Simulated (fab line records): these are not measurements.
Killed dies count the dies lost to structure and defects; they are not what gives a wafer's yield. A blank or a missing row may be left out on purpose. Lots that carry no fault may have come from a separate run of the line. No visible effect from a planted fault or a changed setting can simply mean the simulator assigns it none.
fab line records | flow n5-finfet
record lots=11 | wafers=33 | last-day=20
route steps=1938 shown BEOL_M14@1764 BEOL_M15@1787 PASSIVATION@1936
lots untouched by any fault: they come from a run of this same line in which no faults occurred
start-h: hours from the record's opening day to when the first of the lot's shown wafers began | wait-h: hours from the lot's prior step to this one | " repeats the value in the row above | L1.1+2: one row covering several wafers at once | - either no value or no given start | * or withheld: withheld | < > ~ a bound
route shown NAME@n: names a module that has steps shown in the file, with the first one's number in the route | usual: average and standard deviation across the fault-free wafers | same: alike in all rows | chamber/n: place in a boat | sites: per-site readings | _std_site: standard deviation of those values | _edge_site: outer sites' mean less inner sites' | radius-mm: how far each site lies from the wafer's centre | mask NAME#n: copy n | behind: the last tool/chamber to shape the wafer | hold: what put the lot on hold/how long, in hours/how the hold closed | device: whichever transistor did not switch (one of n, p or np) | end of line: tests run on the same wafers once the route is complete | where a step has no rows: the recipe by itself | killed: the dies lost at the first sort to structure and to defects; this is not the yield of the wafer | map: dies across one wafer; x = killed, . = not, _ = none there
set.NAME: the setting that was run; set.NAME@STEP: the one run at that earlier step | model.NAME: the simulator's own value behind a step, which no gauge read
the route's steps for a sample of lots (tables are steps, rows are wafers)
services: from which hour (start-h, from the record's first day; less than 0 if before it) a tool's chamber was out of use, for how many hours, and why
## steps
# step N5_BEOL_M14_SPUTTER_45
# recipe material=Cu | target-thk-a=1000 | temp-c=-20 | bias-v=60 | power-w=26000 | chamber-pressure-pa=0.13 | time-s=16.67
# usual bias-v=60.1/0.64 | throttle-valve-pct=29.9/1.1
lot.wafer | tool           | chamber | start-h | wait-h | bias-v | throttle-valve-pct
L302.3    | pvd-sputter-02 | -       | 288.09  | 0.0    | 59.9   | 30.0
L302.4    | "              | -       | "       | "      | 60.1   | 30.4
L302.5    | "              | -       | "       | "      | 60.9   | 30.1
L303.2    | pvd-sputter-01 | -       | 317.75  | 0.0    | 60.4   | 30.7
L303.4    | "              | -       | "       | "      | 59.3   | 30.1
L303.6    | "              | -       | "       | "      | 60.2   | 30.7
L305.1    | pvd-sputter-02 | -       | 331.83  | 0.0    | 60.3   | 27.1
L305.2    | "              | -       | "       | "      | 60.1   | 30.2
L305.5    | "              | -       | "       | "      | 60.6   | 29.8
L306.1    | pvd-sputter-02 | -       | 342.24  | 0.0    | 60.0   | 30.8
L306.3    | "              | -       | "       | "      | 60.4   | 30.1
L306.4    | "              | -       | "       | "      | 59.9   | 30.3
L311.1    | pvd-sputter-03 | -       | 354.34  | 0.0    | 60.0   | 31.1
L311.5    | "              | -       | "       | "      | 59.3   | 31.0
L311.6    | "              | -       | "       | "      | 59.2   | 30.6
L314.2    | pvd-sputter-01 | -       | 375.41  | 0.0    | 59.6   | 29.6
L314.3    | "              | -       | "       | "      | 60.4   | 30.8
L314.6    | "              | -       | "       | "      | 59.7   | 30.5
L318.2    | pvd-sputter-03 | -       | 401.79  | 0.0    | 60.6   | 29.1
L318.4    | "              | -       | "       | "      | 60.8   | 29.7
L318.5    | "              | -       | "       | "      | 59.8   | 28.9
L319.1    | pvd-sputter-03 | -       | 409.25  | 0.0    | 60.5   | 30.5
L319.3    | "              | -       | "       | "      | 59.8   | 29.5
L319.4    | "              | -       | "       | "      | 60.2   | 30.9
L324.1    | pvd-sputter-02 | -       | 438.70  | 0.0    | 58.8   | 30.3
L324.3    | "              | -       | "       | "      | 60.3   | 31.0
L324.6    | "              | -       | "       | "      | 60.1   | 30.8
L322.1    | pvd-sputter-02 | -       | 455.12  | 0.0    | 59.9   | 27.3
L322.2    | "              | -       | "       | "      | 60.1   | 29.8
L322.6    | "              | -       | "       | "      | 59.5   | 30.9
L323.1    | pvd-sputter-01 | -       | 459.03  | 0.0    | 61.0   | 28.6
L323.4    | "              | -       | "       | "      | 60.7   | 30.4
L323.6    | "              | -       | "       | "      | 60.7   | 30.6
# step N5_BEOL_M15_ETCH_59
# recipe chemistry=N2/H2 | target=BARC | target-depth-a=890 | overetch-a=267 | time-s=67.9 | ion-energy-ev=200 | pressure-mtorr=30 | source-w=840 | bias-w=150 | n2-flow-sccm=200 | h2-flow-sccm=200
# usual drypump-motor-current-A=5.8/0.54 | oes-product-au=0.66/0.06 | rf-vpp-V=523.5/2.4 | showerhead-plenum-p-Torr=2.53/0.082 | throttle-valve-pct=17.99/0.18
lot.wafer | tool        | chamber | start-h | wait-h | drypump-motor-current-A | oes-product-au | rf-hours-counter-h | rf-vpp-V | showerhead-plenum-p-Torr | throttle-valve-pct
L302.3    | rie-diel-03 | 0       | 290.63  | 0.0    | 5.6                     | 0.60           | 227                | 521.6    | 2.50                     | 18.16
L302.4    | "           | 3       | "       | "      | 5.4                     | 0.72           | 73                 | 524.1    | 2.58                     | 17.98
L302.5    | "           | 0       | "       | "      | 5.6                     | 0.60           | -                  | 522.6    | 2.51                     | 18.14
L303.2    | rie-diel-03 | 1       | 319.77  | 0.0    | 6.1                     | 0.61           | 187                | 521.6    | 2.42                     | 17.72
L303.4    | "           | 3       | "       | "      | 5.3                     | 0.71           | 77                 | 525.2    | 2.58                     | 17.97
L303.6    | "           | 2       | "       | "      | 5.0                     | 0.63           | -                  | 526.9    | 2.63                     | 17.97
L305.1    | rie-diel-01 | 3       | 333.71  | 0.0    | 6.0                     | 0.74           | 51                 | 521.3    | 2.47                     | 17.91
L305.2    | "           | 2       | "       | "      | 6.4                     | 0.71           | 62                 | 528.4    | 2.69                     | 18.17
L305.5    | "           | 2       | "       | "      | 6.4                     | 0.71           | -                  | 528.3    | 2.69                     | 18.17
L306.1    | rie-diel-03 | 0       | 344.15  | 0.0    | 5.6                     | 0.59           | 239                | 522.9    | 2.50                     | 18.16
L306.3    | "           | 1       | "       | "      | 6.1                     | 0.60           | 194                | 520.9    | 2.42                     | 17.72
L306.4    | "           | 3       | "       | "      | 5.3                     | 0.71           | 84                 | 524.7    | 2.57                     | 17.98
L311.1    | rie-diel-03 | 3       | 356.11  | 0.0    | 5.4                     | 0.70           | 89                 | 523.5    | 2.57                     | 18.00
L311.5    | "           | 2       | "       | "      | 5.0                     | 0.63           | -                  | 526.6    | 2.63                     | 18.00
L311.6    | "           | 1       | "       | "      | 6.1                     | 0.61           | -                  | 519.5    | 2.42                     | 17.71
L314.2    | rie-diel-03 | 1       | 377.35  | 0.0    | 6.1                     | 0.60           | 202                | 520.9    | 2.42                     | 17.73
L314.3    | "           | 2       | "       | "      | 5.0                     | 0.62           | 199                | 525.9    | 2.62                     | 18.01
L314.6    | "           | 3       | "       | "      | 5.4                     | 0.69           | -                  | 524.8    | 2.57                     | 18.03
L318.2    | rie-diel-06 | 2       | 403.70  | 0.0    | 6.4                     | 0.62           | 217                | 520.1    | 2.41                     | 18.11
L318.4    | "           | 0       | "       | "      | 6.4                     | 0.74           | 33                 | 526.1    | 2.59                     | 17.96
L318.5    | "           | 3       | "       | "      | 5.2                     | 0.65           | -                  | 524.3    | 2.55                     | 18.26
L319.1    | rie-diel-01 | 1       | 411.17  | 0.0    | 6.3                     | 0.60           | 213                | 522.1    | 2.51                     | 18.01
L319.3    | "           | 3       | "       | "      | 6.0                     | 0.71           | 75                 | 520.4    | 2.46                     | 17.95
L319.4    | "           | 0       | "       | "      | 6.6                     | 0.63           | 162                | 521.9    | 2.43                     | 18.29
L324.1    | rie-diel-03 | 1       | 440.58  | 0.0    | 6.1                     | 0.59           | 223                | 517.9    | 2.41                     | 17.76
L324.3    | "           | 3       | "       | "      | 5.4                     | 0.68           | 114                | 525.1    | 2.56                     | 18.04
L324.6    | "           | 3       | "       | "      | 5.4                     | 0.68           | -                  | 524.0    | 2.56                     | 18.04
L322.1    | rie-diel-06 | 0       | 457.02  | 0.0    | 6.4                     | 0.71           | 48                 | 525.8    | 2.58                     | 17.98
L322.2    | "           | 3       | "       | "      | 5.2                     | 0.64           | 136                | 522.7    | 2.55                     | 18.31
L322.6    | "           | 3       | "       | "      | 5.2                     | 0.64           | -                  | 525.1    | 2.55                     | 18.29
L323.1    | rie-diel-06 | 1       | 461.04  | 0.0    | 5.2                     | 0.72           | 65                 | 523.8    | 2.57                     | 17.74
L323.4    | "           | 3       | "       | "      | 5.2                     | 0.64           | 137                | 524.4    | 2.55                     | 18.30
L323.6    | "           | 1       | "       | "      | 5.2                     | 0.71           | -                  | 524.1    | 2.58                     | 17.75
# step N5_BEOL_M15_CD_MEAS_28
# recipe target-cd-nm=407.6 | landing-energy-ev=500 | detector=se-inlens
# usual cd-nm=408.8/1.3
lot.wafer | tool      | chamber | start-h | wait-h | cd-nm
L302.3    | cd-sem-03 | 0       | 291.97  | -      | 407.5
L302.4    | "         | 0       | "       | "      | 407.8
L302.5    | "         | 0       | "       | "      | 408.8
L303.2    | cd-sem-01 | 0       | 321.13  | -      | 408.4
L303.4    | "         | 0       | "       | "      | 409.0
L303.6    | "         | 0       | "       | "      | 406.4
L305.1    | cd-sem-03 | 0       | 335.17  | -      | 406.0
L305.2    | "         | 0       | "       | "      | 407.1
L305.5    | "         | 0       | "       | "      | 406.9
L306.1    | cd-sem-01 | 0       | 345.67  | -      | 407.6
L306.3    | "         | 0       | "       | "      | 407.9
L306.4    | "         | 0       | "       | "      | 408.2
L311.1    | cd-sem-02 | 0       | 357.45  | -      | 411.2
L311.5    | "         | 0       | "       | "      | 411.8
L311.6    | "         | 0       | "       | "      | 409.9
L314.2    | cd-sem-02 | 0       | 378.81  | -      | 407.5
L314.3    | "         | 0       | "       | "      | 408.9
L314.6    | "         | 0       | "       | "      | 409.4
L318.2    | cd-sem-02 | 0       | 405.04  | -      | 408.7
L318.4    | "         | 0       | "       | "      | 408.0
L318.5    | "         | 0       | "       | "      | 408.1
L319.1    | cd-sem-01 | 0       | 412.51  | -      | 409.4
L319.3    | "         | 0       | "       | "      | 408.9
L319.4    | "         | 0       | "       | "      | 409.8
L324.1    | cd-sem-01 | 0       | 442.04  | -      | 407.6
L324.3    | "         | 0       | "       | "      | 406.7
L324.6    | "         | 0       | "       | "      | 407.7
L322.1    | cd-sem-02 | 0       | 458.48  | -      | 410.7
L322.2    | "         | 0       | "       | "      | 411.4
L322.6    | "         | 0       | "       | "      | 411.4
L323.1    | cd-sem-03 | 0       | 462.38  | -      | 408.5
L323.4    | "         | 0       | "       | "      | 407.8
L323.6    | "         | 0       | "       | "      | 409.1
# step N5_BEOL_M15_INSPECT_30
# recipe mode=adi | inspect-instrument=macro
# usual raw-defect-count=2.3/1.5
lot.wafer | tool              | chamber | start-h | wait-h | raw-defect-count
L302.3    | defect-inspect-01 | -       | 292.02  | 0.0    | 6
L302.4    | "                 | -       | "       | "      | 0
L302.5    | "                 | -       | "       | "      | 5
L303.2    | defect-inspect-01 | -       | 321.18  | 0.0    | 1
L303.4    | "                 | -       | "       | "      | 5
L303.6    | "                 | -       | "       | "      | 4
L305.1    | defect-inspect-01 | -       | 335.23  | 0.0    | 5
L305.2    | "                 | -       | "       | "      | 1
L305.5    | "                 | -       | "       | "      | 4
L306.1    | defect-inspect-01 | -       | 345.73  | 0.0    | 1
L306.3    | "                 | -       | "       | "      | 4
L306.4    | "                 | -       | "       | "      | 2
L311.1    | defect-inspect-01 | -       | 357.50  | 0.0    | >300
L311.5    | "                 | -       | "       | "      | 261
L311.6    | "                 | -       | "       | "      | 282
L314.2    | defect-inspect-02 | -       | 378.86  | 0.0    | 278
L314.3    | "                 | -       | "       | "      | 291
L314.6    | "                 | -       | "       | "      | 293
L318.2    | defect-inspect-01 | -       | 405.09  | 0.0    | 1
L318.4    | "                 | -       | "       | "      | 2
L318.5    | "                 | -       | "       | "      | 1
L319.1    | defect-inspect-01 | -       | 412.57  | 0.0    | 3
L319.3    | "                 | -       | "       | "      | 4
L319.4    | "                 | -       | "       | "      | 7
L324.1    | defect-inspect-02 | -       | 442.10  | 0.0    | 1
L324.3    | "                 | -       | "       | "      | 2
L324.6    | "                 | -       | "       | "      | 0
L322.1    | defect-inspect-01 | -       | 458.53  | 0.0    | 1
L322.2    | "                 | -       | "       | "      | 1
L322.6    | "                 | -       | "       | "      | 3
L323.1    | defect-inspect-01 | -       | 462.44  | 0.0    | 2
L323.4    | "                 | -       | "       | "      | 0
L323.6    | "                 | -       | "       | "      | 2
# step N5_BEOL_M15_SPUTTER_45
# recipe material=Cu | target-thk-a=1000 | temp-c=-20 | bias-v=60 | power-w=26000 | chamber-pressure-pa=0.13 | time-s=16.67
# usual bias-v=59.9/0.59 | throttle-valve-pct=29.9/1.1
lot.wafer | tool           | chamber | start-h | wait-h | bias-v | throttle-valve-pct
L302.3    | pvd-sputter-01 | -       | 293.14  | 0.0    | 59.8   | 29.6
L302.4    | "              | -       | "       | "      | 59.6   | 28.5
L302.5    | "              | -       | "       | "      | 59.5   | 28.8
L303.2    | pvd-sputter-01 | -       | 323.59  | 0.0    | 59.0   | 30.4
L303.4    | "              | -       | "       | "      | 59.6   | 28.9
L303.6    | "              | -       | "       | "      | 60.5   | 30.5
L305.1    | pvd-sputter-02 | -       | 340.02  | 0.0    | 60.7   | 30.9
L305.2    | "              | -       | "       | "      | 60.7   | 30.3
L305.5    | "              | -       | "       | "      | 59.8   | 30.4
L306.1    | pvd-sputter-03 | -       | 347.63  | 0.0    | 59.6   | 31.1
L306.3    | "              | -       | "       | "      | 60.0   | 30.9
L306.4    | "              | -       | "       | "      | 60.4   | 29.6
L311.1    | pvd-sputter-03 | -       | 360.79  | 0.0    | 60.7   | 30.6
L311.5    | "              | -       | "       | "      | 60.6   | 29.8
L311.6    | "              | -       | "       | "      | 60.5   | 30.8
L314.2    | pvd-sputter-01 | -       | 385.13  | 0.0    | 59.3   | 30.6
L314.3    | "              | -       | "       | "      | 60.2   | 28.6
L314.6    | "              | -       | "       | "      | 60.0   | 29.8
L318.2    | pvd-sputter-03 | -       | 406.69  | 0.0    | 59.8   | 30.6
L318.4    | "              | -       | "       | "      | 60.7   | 28.7
L318.5    | "              | -       | "       | "      | 59.2   | 29.6
L319.1    | pvd-sputter-01 | -       | 413.98  | 0.0    | 60.4   | 30.6
L319.3    | "              | -       | "       | "      | 59.2   | 30.7
L319.4    | "              | -       | "       | "      | 59.6   | 29.9
L324.1    | pvd-sputter-03 | -       | 444.61  | 0.0    | 60.4   | 31.1
L324.3    | "              | -       | "       | "      | 59.5   | 29.5
L324.6    | "              | -       | "       | "      | 59.9   | 29.8
L322.1    | pvd-sputter-01 | -       | 461.94  | 0.0    | 59.5   | 30.6
L322.2    | "              | -       | "       | "      | 59.3   | 29.5
L322.6    | "              | -       | "       | "      | 59.9   | 30.6
L323.1    | pvd-sputter-02 | -       | 467.29  | 0.0    | 59.4   | 30.4
L323.4    | "              | -       | "       | "      | 60.3   | 31.0
L323.6    | "              | -       | "       | "      | 60.0   | 30.9
# step N5_PASSIVATION_PROBE_49
# usual defect-limited-yield=90.8/1.7 | killed_at_M0_to_M3=37/12 | killed_at_M4_up=15/5.6 | killed-at-contacts=13/6.9 | killed-at-front-end=40/11 | killed-at-other=4/3.2 | killed-dies=109/20 | killed-on-rim=14/4.3 | killed-open=73/15 | killed-short=35/8.3 | sort_bin_5_function=5.4/1.1 | sort_bin_6_memory=3.5/0.73 | sort-n-pass=1071/20 | sort-yield-pct=90.8/1.7
# same gross-dies=1180 | killed-at-back-side=0 | sort_bin_4_leakage[%]=0 | sort_bin_8_speed[%]=0
lot.wafer | tool      | chamber | start-h | wait-h | defect-limited-yield[%] | killed_at_M0_to_M3 | killed_at_M4_up | killed-at-contacts | killed-at-front-end | killed-at-other | killed-dies | killed-on-rim | killed-open | killed-short | sort_bin_5_function[%] | sort_bin_6_memory[%] | sort-n-pass | sort-yield-pct[%]
L311.1    | prober-01 | -       | 380.74  | 0.0    | 83.9                    | 33                 | 93              | 4                  | 60                  | 0               | 190         | 33            | 76          | 35           | 9.9                    | 4.6                  | 990         | 83.9
L311.5    | prober-01 | -       | 380.94  | 0.2    | 85.6                    | 51                 | 64              | 5                  | 45                  | 5               | 170         | 33            | 80          | 34           | 8.7                    | 4.4                  | 1010        | 85.6
L311.6    | prober-01 | -       | 380.99  | 0.3    | 85.7                    | 46                 | 72              | 7                  | 43                  | 1               | 169         | 29            | 82          | 33           | 8.0                    | 4.8                  | 1011        | 85.7
L314.2    | prober-02 | -       | 403.14  | 0.1    | 89.1                    | 16                 | 61              | 10                 | 41                  | 1               | 129         | 26            | 45          | 33           | 6.4                    | 3.6                  | 1051        | 89.1
L314.3    | prober-02 | -       | 403.19  | 0.1    | 88.1                    | 24                 | 68              | 9                  | 37                  | 3               | 141         | 27            | 55          | 30           | 6.6                    | 4.1                  | 1039        | 88.1
L314.6    | prober-02 | -       | 403.34  | 0.3    | 84.6                    | 30                 | 97              | 17                 | 32                  | 6               | 182         | 27            | 74          | 27           | 10.3                   | 3.9                  | 998         | 84.6
# killed by level:class
L311.1 BEOL_M15:unspecified=78 BEOL_M3:geometric-particle:open=17 STI_FIN_REVEAL:geometric-particle:open=15 FIN_SAQP:geometric-particle:short=14 FIN_SAQP:geometric-particle:open=9 DUMMY_GATE:geometric-particle:open=7 BEOL_M4:geometric-particle:open=6 STI_FIN_REVEAL:geometric-particle:short=6
L311.5 BEOL_M15:unspecified=50 STI_FIN_REVEAL:geometric-particle:open=20 BEOL_M3:geometric-particle:open=12 BEOL_M0_SAQP:geometric-particle:short=10 BEOL_M2:geometric-particle:open=10 BEOL_M1:geometric-particle:open=6 FIN_SAQP:geometric-particle:short=5 BEOL_M0_SAQP:geometric-particle:open=5
L311.6 BEOL_M15:unspecified=54 BEOL_M2:geometric-particle:open=16 FIN_SAQP:geometric-particle:open=12 BEOL_M4:geometric-particle:open=12 FIN_SAQP:geometric-particle:short=11 BEOL_M0_SAQP:geometric-particle:open=9 STI_FIN_REVEAL:geometric-particle:open=6 MOL_CONTACT_COAG:geometric-particle:open=6
L314.2 BEOL_M15:unspecified=51 STI_FIN_REVEAL:geometric-particle:open=13 MOL_CONTACT_COAG:geometric-particle:open=8 GATE_CUT:geometric-particle:short=6 BEOL_M2:geometric-particle:open=4 FIN_SAQP:geometric-particle:short=3 FIN_SAQP:geometric-particle:open=3 DUMMY_GATE:geometric-particle:open=3
L314.3 BEOL_M15:unspecified=56 STI_FIN_REVEAL:geometric-particle:open=11 MOL_CONTACT_COAG:geometric-particle:open=8 DUMMY_GATE:geometric-particle:open=5 BEOL_M0:geometric-particle:open=5 STI_FIN_REVEAL:geometric-particle:short=4 DUMMY_GATE:geometric-particle:short=4 BEOL_M0_SAQP:geometric-particle:open=4
L314.6 BEOL_M15:unspecified=80 STI_FIN_REVEAL:geometric-particle:open=17 MOL_CONTACT_COAG:geometric-particle:open=15 BEOL_M2:geometric-particle:open=12 BEOL_M4:geometric-particle:open=9 BEOL_M0_SAQP:geometric-particle:open=6 STI_FIN_REVEAL:geometric-particle:short=5 BEOL_M0_SAQP:geometric-particle:short=5
## services
tool           | chamber | start-h | hours | kind
rie-diel-06    | 3       | 281.08  | 5.0   | repair
rie-diel-06    | 1       | 284.55  | 4.9   | repair
rie-diel-06    | 0       | 289.47  | -     | clean
rie-diel-06    | 0       | 289.47  | -     | consumable-replace:focus-ring
rie-diel-06    | 0       | 289.47  | 12.7  | scheduled-down
rie-diel-06    | 0       | 289.47  | 12.7  | vent-cycle
rie-diel-03    | -       | 293.56  | 16.0  | repair
rie-diel-03    | 0       | 385.10  | -     | clean
rie-diel-03    | 0       | 385.10  | -     | consumable-replace:focus-ring
rie-diel-03    | 0       | 385.10  | 14.8  | scheduled-down
rie-diel-03    | 0       | 385.10  | 14.8  | vent-cycle
rie-diel-03    | -       | 403.77  | 0.4   | repair
pvd-sputter-03 | -       | 415.65  | 1.7   | repair
rie-diel-06    | 1       | 422.60  | 4.8   | repair
rie-diel-06    | 3       | 441.09  | 5.5   | repair
pvd-sputter-02 | -       | 455.79  | 2.5   | repair
## key
first-sign step=N5_BEOL_M15_INSPECT_30 | reading=raw-defect-count | direction=up | sigmas=99+ | usual=2.3 | struck=>284.2
effect step=N5_PASSIVATION_PROBE_49 | reading=killed_at_M4_up | direction=up | sigmas=11 | usual=15 | struck=76
more-kills-born-at N5_BEOL_M15_ETCH_59@rie-diel-03=369
met-at N5_BEOL_M15_ETCH_59
struck-lots L311,L314
not-acting-at N5_BEOL_M14_SPUTTER_45,N5_BEOL_M15_CD_MEAS_28,N5_BEOL_M15_SPUTTER_45
onset-between 344.15 356.11
fault kind=chamber-particle-source | tool=rie-diel-03 | chamber=- | onset-h=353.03 | steps=N5_BEOL_M15_ETCH_59 | rate-per-visit-cm2=0.44191 | end-h=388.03
